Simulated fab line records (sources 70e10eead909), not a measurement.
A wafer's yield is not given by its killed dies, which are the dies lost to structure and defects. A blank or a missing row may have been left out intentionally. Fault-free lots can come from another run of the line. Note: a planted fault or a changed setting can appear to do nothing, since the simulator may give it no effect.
Which of the tools did it? -- flow nandHarc -- 10 lots, 30 wafers sampled, at 6 steps of a route of 1302

## WHAT EACH GAUGE READ, for each wafer
NHARC_A_M0_CD_MEAS_09: target cd 80 nm.
lot,measured,on,cdNm (nm)
L536,day 23 22:48,cdSem-01,79.9 79.8 80.7
L540,day 25 20:26,cdSem-02,79.4 80.3 79.4
L539,day 25 22:48,cdSem-02,80.8 80.5 79.1
L548,day 29 01:43,cdSem-03,72.9 72.6 72.5
L549,day 29 05:40,cdSem-02,73.2 73.7 73.6
L551,day 30 19:48,cdSem-01,80.2 79.1 80.2
L552,day 31 05:18,cdSem-03,79.6 78.7 78.5
L553,day 31 12:25,cdSem-03,80.0 79.7 80.6
L556,day 31 23:06,cdSem-02,80.4 81.0 80.1
L555,day 32 02:44,cdSem-01,80.4 79.1 79.7

NHARC_END_SORT_01.
lot,measured,on,defectLimitedYield (%),killedAtArray,killedAtOther,killedAtPeriphery,killedDies,killedOpen,killedShort,sort_bin_2_pct (%),sort_bin_3_pct (%),sort_bin_4_pct (%),sortNPass,sortRimYieldPct (%),sortYieldPct (%)
L548,day 30 20:44,prober-02,88.9 86.9 86.9,75 84 85,0 0 1,0 5 3,75 89 89,2 3 4,4 0 3,3.1 4.9 5.6,1.3 1.5 1.0,6.6 6.8 6.5,602 588 588,85 86 82,88.9 86.9 86.9
L549,day 30 20:38,prober-01,91.4 90.1,54 63,1 0,3 4,58 67,4 3,2 5,3.1 4.3,1.2 0.4,4.3 5.2,619 610,89 93,91.4 90.1
L551,day 32 17:34,prober-01,90.7 91.7 90.0,60 53 66,0 0 0,3 3 2,63 56 68,3 2 5,3 3 2,3.8 2.4 3.1,0.7 1.2 1.0,4.7 4.7 5.9,614 621 609,88 83 95,90.7 91.7 90.0
L553,day 33 11:13,prober-01,92.2 89.1 91.1,45 63 55,1 5 1,7 6 4,53 74 60,7 8 3,3 0 1,2.7 3.5 2.7,0.3 1.0 0.7,4.9 6.4 5.5,624 603 617,85 97 92,92.2 89.1 91.1

## EACH LOT AND THE TOOL THAT RAN IT (in order: tool; ch and the chambers of the sampled wafers; start)
lot,NHARC_A_BLC_ETCH_17,NHARC_A_M0_EXPOSE_06,NHARC_A_M0_DESCUM_14,NHARC_A_M0_STRIP_18
L536,"rieDiel-02 ch 0,2, day 23 22:40 or earlier","arfiScanner-02 ch 0, day 23 22:40","rieDiel-03 ch 1,2,3, day 23 22:59","rieDiel-03 ch 0,2,3, day 23 23:21"
L540,"rieDiel-02 ch 0,2,3, day 25 20:18 or earlier","arfiScanner-02 ch 0, day 25 20:18","rieDiel-12 ch 0,2,3, day 25 20:38","rieDiel-06 ch 1,2,3, day 25 21:01"
L539,"rieDiel-02 ch 0,2,3, day 25 22:40 or earlier","arfiScanner-02 ch 0, day 25 22:40","rieDiel-03 ch 2,3, day 25 22:59","rieDiel-12 ch 0,3, day 25 23:23"
L548,"rieDiel-05 ch 1,2,3, day 29 01:34 or earlier","arfiScanner-02 ch 0, day 29 01:34","rieDiel-03 ch 0,2,3, day 29 01:54","rieDiel-12 ch 0,1,2, day 29 02:16"
L549,"rieDiel-02 ch 0,3, day 29 05:31 or earlier","arfiScanner-02 ch 0, day 29 05:31","rieDiel-12 ch 1,2, day 29 05:51","rieDiel-06 ch 0,2,3, day 29 06:16"
L551,"rieDiel-02 ch 0,2,3, day 30 19:40 or earlier","arfiScanner-01 ch 0, day 30 19:40","rieDiel-12 ch 0,1, day 30 19:59","rieDiel-03 ch 1,2, day 30 20:21"
L552,"rieDiel-02 ch 0,1,3, day 31 05:10 or earlier","arfiScanner-03 ch 0, day 31 05:10","rieDiel-12 ch 1,2,3, day 31 05:29","rieDiel-06 ch 1,2, day 31 05:53"
L553,"rieDiel-02 ch 1,2,3, day 31 12:16 or earlier","arfiScanner-01 ch 0, day 31 12:16","rieDiel-12 ch 0,1,3, day 31 12:37","rieDiel-06 ch 0,2,3, day 31 13:01"
L556,"rieDiel-02 ch 2,3, day 31 22:58 or earlier","arfiScanner-01 ch 0, day 31 22:58","rieDiel-03 ch 0,1,3, day 31 23:17","rieDiel-12 ch 1,2,3, day 31 23:43"
L555,"rieDiel-05 ch 2,3, day 32 02:36 or earlier","arfiScanner-01 ch 0, day 32 02:36","rieDiel-06 ch 0,1, day 32 02:55","rieDiel-06 ch 0,3, day 32 03:17"
- NHARC_A_BLC_ETCH_17: etches the open film in N2/H2, target depth 390 nm, time 609.38 s.
- NHARC_A_M0_EXPOSE_06: exposes mask A M0, target cd 80 nm.
- NHARC_A_M0_DESCUM_14: chemistry O2, time 3 s.
- NHARC_A_M0_STRIP_18: strips in N2/H2.

## AS READ BY THE TOOLS THEMSELVES (means over the sampled wafers that have a number; for cases with no such wafer, the mark the record gives instead)
NHARC_A_BLC_ETCH_17.
lot,tool,drypumpMotorCurrentA (A),mfcArSccm (sccm),oesProductAu (a.u.),rfFwdPowerW (W),rfVppV (V),showerheadPlenumPTorr (Torr),throttleValvePct (%)
L536,rieDiel-02,5.4,0.011,1.011,399.7,431.7,2.13,14.180
L540,rieDiel-02,5.4,0.011,1.004,398.8,432.8,2.13,14.168
L539,rieDiel-02,5.4,0.011,1.010,399.0,432.2,2.13,14.173
L548,rieDiel-05,6.1,0.018,0.987,400.2,429.9,2.02,14.165
L549,rieDiel-02,5.6,0.023,1.002,400.0,433.9,2.17,14.175
L551,rieDiel-02,5.4,0.011,1.005,399.6,433.1,2.13,14.171
L552,rieDiel-02,5.4,0.011,1.009,399.9,430.7,2.07,14.173
L553,rieDiel-02,5.1,0.000,1.007,399.4,430.3,2.03,14.170
L556,rieDiel-02,5.1,0.000,1.007,399.3,433.0,2.11,14.167
L555,rieDiel-05,6.0,0.026,0.992,398.3,429.6,2.04,14.167

NHARC_A_M0_EXPOSE_06.
lot,tool,exposureDoseMJCm2
L536,arfiScanner-02,83.28
L540,arfiScanner-02,83.30
L539,arfiScanner-02,83.25
L548,arfiScanner-02,74.50
L549,arfiScanner-02,76.27
L551,arfiScanner-01,83.24
L552,arfiScanner-03,83.32
L553,arfiScanner-01,83.30
L556,arfiScanner-01,83.25
L555,arfiScanner-01,83.34

NHARC_A_M0_DESCUM_14.
lot,tool,drypumpMotorCurrentA (A),mfcArSccm (sccm),oesProductAu (a.u.),rfVppV (V),showerheadPlenumPTorr (Torr),throttleValvePct (%)
L536,rieDiel-03,5.1,0.014,1.011,58.7,1.95,11.307
L540,rieDiel-12,5.6,0.007,0.994,58.3,1.95,11.301
L539,rieDiel-03,5.0,0.029,0.999,58.7,2.01,11.308
L548,rieDiel-03,5.0,0.017,1.006,59.0,2.00,11.319
L549,rieDiel-12,5.9,0.000,0.997,58.2,1.91,11.320
L551,rieDiel-12,6.2,0.000,0.988,57.9,2.01,11.312
L552,rieDiel-12,5.7,0.007,0.986,58.5,1.96,11.318
L553,rieDiel-12,5.8,0.007,1.001,57.3,2.00,11.309
L556,rieDiel-03,5.0,0.003,1.003,57.7,1.93,11.318
L555,rieDiel-06,5.5,0.000,0.982,57.7,1.83,11.312

NHARC_A_M0_STRIP_18.
lot,tool,drypumpMotorCurrentA (A),mfcArSccm (sccm),oesProductAu (a.u.),rfFwdPowerW (W),rfVppV (V),showerheadPlenumPTorr (Torr),throttleValvePct (%)
L536,rieDiel-03,5.1,0.017,1.004,999,91.0,2.13,14.174
L540,rieDiel-06,5.8,0.000,1.001,998,89.9,1.91,14.170
L539,rieDiel-12,5.3,0.013,1.002,995,91.1,2.14,14.178
L548,rieDiel-12,6.0,0.000,0.999,997,90.4,2.08,14.170
L549,rieDiel-06,5.8,0.000,1.004,996,91.2,1.97,14.177
L551,rieDiel-03,5.1,0.014,0.994,993,90.9,2.05,14.171
L552,rieDiel-06,5.4,0.000,0.986,996,89.5,1.91,14.169
L553,rieDiel-06,5.8,0.000,0.995,998,90.5,1.97,14.174
L556,rieDiel-12,5.7,0.007,0.997,997,90.5,2.09,14.170
L555,rieDiel-06,6.2,0.000,1.005,1000,90.1,1.95,14.170

## THE ANSWER, worked out from the rows above alone
Rule: the lots themselves supply what counts as usual. The widest of any qualifying gaps counts: lots, ordered by their means at a reading, are off when they make up no more than a third of the lots, leave a main group of 4 or more, and stand apart from it by 3 or more times the standard deviation of that group's means. Not used: any main group whose means are identical at the precision the tables above print for the reading. A lot without any number at a reading at which 4 lots or more have one is off too. All remaining lots with rows at the step are treated as sound. First the gauges in route order, then the tools' own readings, where a lot's mean is used as printed above. The first step at which some lot is off is used, and at that step the reading that is off furthest; a lot without a number counts as furthest.
Off: L548, L549 (NHARC_A_M0_CD_MEAS_09, cdNm). The main group has a mean of 79.9 nm with a standard deviation of 0.43.
A tool fits if, at a process step before that reading, it ran every lot that is off, and no sound lot after the first of them. The gauges at NHARC_A_M0_CD_MEAS_09 aren't tried: what is off there is off at NHARC_A_M0_EXPOSE_06 too, on other tools, and a gauge's error can't cause that. NHARC_A_BLC_ETCH_17 gives no start for some lots, so the hours and the order of its lots are those of NHARC_A_M0_EXPOSE_06. One fits: arfiScanner-02 at NHARC_A_M0_EXPOSE_06. A fault onset in the window from L539 (day 25 22:40, its last sound lot) to L548 (day 29 01:34, its first lot off) fits.
The tool's own readings at NHARC_A_M0_EXPOSE_06 bear it out: on the lots that are off they differ by more than 5 times the standard deviation of the sound lots' means. exposureDoseMJCm2 reads 75.38 there against 83.28 on the sound lots.

## WHAT THE SIMULATOR HAD INSERTED
Process parameter drift: arfiScanner-02, from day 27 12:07 on, at NHARC_A_M0_EXPOSE_06. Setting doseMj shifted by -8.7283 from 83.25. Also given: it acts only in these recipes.
Shown lots that were struck: L548, L549. Same finding as the rule above.
